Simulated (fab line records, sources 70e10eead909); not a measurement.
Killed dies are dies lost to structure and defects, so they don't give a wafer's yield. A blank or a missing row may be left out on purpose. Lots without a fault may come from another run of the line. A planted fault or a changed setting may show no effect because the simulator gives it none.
Which tool did it? | flow nand_harc | 12 lots, 36 wafers sampled, at 2 steps of a route of 1302

WHAT THE GAUGES READ, wafer by wafer
NHARC_A_CONTACT_CD_MEAS_80.
lot  | measured     | on        | cd_nm (nm)
L075 | day 22 23:58 | cd_sem-02 | 288.9 289.5 289.2
L076 | day 23 07:20 | cd_sem-01 | 289.5 289.0 289.5
L078 | day 23 22:35 | cd_sem-03 | 288.7 288.6 288.3
L081 | day 25 03:55 | cd_sem-01 | 289.6 289.5 289.7
L082 | day 26 00:35 | cd_sem-03 | 290.3 289.8 290.2
L086 | day 27 02:16 | cd_sem-03 | 290.9 289.8 290.2
L089 | day 28 19:24 | cd_sem-03 | 289.6 289.8 289.6
L090 | day 28 22:17 | cd_sem-02 | 290.4 289.8 290.3
L088 | day 29 00:34 | cd_sem-01 | 288.9 288.7 288.9
L092 | day 30 10:36 | cd_sem-03 | 290.6 290.8 290.4
L095 | day 31 23:08 | cd_sem-01 | 290.1 289.4 289.9
L096 | day 32 07:35 | cd_sem-01 | 290.3 290.2 290.1

WHICH TOOL RAN EACH LOT (tool, then ch and the chambers of the sampled wafers, then the start)
lot  | NHARC_A_CONTACT_ETCH_128
L075 | har_cap_etch-01 ch 0,1, day 22 21:44
L076 | har_cap_etch-02 ch 0,1, day 23 05:11
L078 | har_cap_etch-01 ch 0,1, day 23 20:42
L081 | har_cap_etch-01 ch 0,1, day 25 02:04
L082 | har_cap_etch-03 ch 0,1, day 25 22:43
L086 | har_cap_etch-01 ch 0,1, day 27 00:25
L089 | har_cap_etch-02 ch 0,1, day 28 17:14
L090 | har_cap_etch-01 ch 1, day 28 20:25
L088 | har_cap_etch-03 ch 0,1, day 28 22:44
L092 | har_cap_etch-03 ch 0,1, day 30 08:48
L095 | har_cap_etch-02 ch 0,1, day 31 21:03
L096 | har_cap_etch-02 ch 0, day 32 05:44
- NHARC_A_CONTACT_ETCH_128: etches the open film in C4F8/O2/Ar, time 197 s, target depth 1918 nm.

THE ANSWER, worked out from the rows above alone
Rule: what is usual is taken from the lots themselves. Put in order of their means at a reading, lots are off if they are a third of the lots or fewer, leave a main group of 4 or more, and stand apart from it by a gap of 3 or more times the standard deviation of the main group's means; of several such gaps the widest counts. A main group whose means are all the same, to the digits that the tables above print for the reading, isn't used. A lot without any number at a reading at which 4 lots or more have one is off too. The other lots that the step has rows for count as sound.
No lot is off at any reading shown: from this, nothing can be told.

WHAT THE SIMULATOR HAD PUT IN
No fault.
